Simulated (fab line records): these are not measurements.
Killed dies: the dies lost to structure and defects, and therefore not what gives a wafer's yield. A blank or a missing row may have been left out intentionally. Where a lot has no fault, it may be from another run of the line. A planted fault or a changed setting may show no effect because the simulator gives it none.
Lot-split experiment -- flow n5Finfet -- 21 wafers read from 7 lots, route of 1938 steps

## ABOUT THE SPLIT
At N5_DUMMY_GATE_ETCH_32 (etches SiO2 in CF4, target depth 3.5 nm, time 3.9 s), the setting timeS was moved away from the recipe's 3.9 s on 4 of the 21 wafers read, by -21.7% to -16.6%. For the rest of the wafers, this setting stayed at what the recipe calls for.

The reading comes from the split's own step.

## THE READING
etch.depthNm (the simulator's own value, which no gauge read), in nm, at N5_DUMMY_GATE_ETCH_32 (etches SiO2 in CF4, target depth 3.5 nm, time 3.9 s). No usual value for it is given in the file. Here, 17 wafers ran the recipe; their average is 3.486 nm with a standard deviation of 0.057 nm.

wafer,"tool, chamber at the split","timeS as run, s",against the recipe,"etch.depthNm, nm",against lot-mates on the recipe
L077.2,"rieSi-01, 0",3.9,recipe,3.497,-
L077.4,"rieSi-01, 2",3.9,recipe,3.522,-
L077.5,"rieSi-01, 1",3.9,recipe,3.372,-
L078.1,"rieSi-01, 2",3.253,-16.6%,2.945,-0.582
L078.2,"rieSi-01, 0",3.253,-16.6%,2.905,-0.622
L078.3,"rieSi-01, 3",3.9,recipe,3.527,-
L079.2,"rieSi-04, 3",3.9,recipe,3.449,-
L079.3,"rieSi-04, 1",3.9,recipe,3.574,-
L079.6,"rieSi-04, 0",3.9,recipe,3.539,-
L081.3,"rieSi-04, 3",3.9,recipe,3.429,-
L081.5,"rieSi-04, 3",3.9,recipe,3.415,-
L081.6,"rieSi-04, 0",3.9,recipe,3.512,-
L093.1,"rieSi-01, 1",3.9,recipe,3.395,-
L093.3,"rieSi-01, 2",3.9,recipe,3.529,-
L093.5,"rieSi-01, 2",3.9,recipe,3.537,-
L095.1,"rieSi-01, 3",3.9,recipe,3.539,-
L095.2,"rieSi-01, 0",3.9,recipe,3.465,-
L095.5,"rieSi-01, 3",3.9,recipe,3.512,-
L096.1,"rieSi-01, 2",3.053,-21.7%,2.761,-0.689
L096.2,"rieSi-01, 0",3.9,recipe,3.45,-
L096.5,"rieSi-01, 2",3.053,-21.7%,2.766,-0.684

FIT RESULTS
A straight line over all 21 wafers: etch.depthNm changes by +0.0335 nm for each +1% of timeS; r = +0.98; the points scatter about the line by 0.054 nm.
The same after taking each lot's own level away (the mean of its wafers on the recipe; 21 wafers): +0.0333 nm for each +1%; r = +0.98; scatter 0.052 nm.
On that fit, the largest move of timeS shifts the reading by 0.72 nm.
The lots' own levels span 3.4500 to 3.5270 nm, that is 1.4 times the standard deviation above.
The two slopes are in agreement: the lot-to-lot level therefore moves the slope only a little.
Check: for one of the wafers moved furthest among these (-21.7%), held out of the fit, the line's prediction against its lot-mates is -0.74 nm. It came out at -0.689 nm against them.

## THE OTHER SPLITS THESE WAFERS WENT THROUGH
Before the reading, these wafers also passed through other splits. Each is held against what the fit with the lots' levels taken away leaves over:
other split on the same wafers,wafers away from the commonest value,r with etch.depthNm (lot level and that fit taken away)
N5_WELL_APT_PEB_06 pebTimeS,7,+0.30
N5_WELL_APT_DEVELOP_07 developTimeS,9,+0.36
N5_PMOS_HMC_CHANNEL_EPI_HM_DEP_34 timeS,8,-0.05
N5_PMOS_HMC_CHANNEL_EPI_COAT_03 spinRpm,6,+0.11
N5_FIN_SAQP_PEB_14 pebTimeS,10,-0.25
N5_FIN_SAQP_ETCH_52 sourceW,7,-0.08

## FILE'S OWN FIT
etch.depthNm changes by +0.0333 nm for each +1% of timeS, r = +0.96.
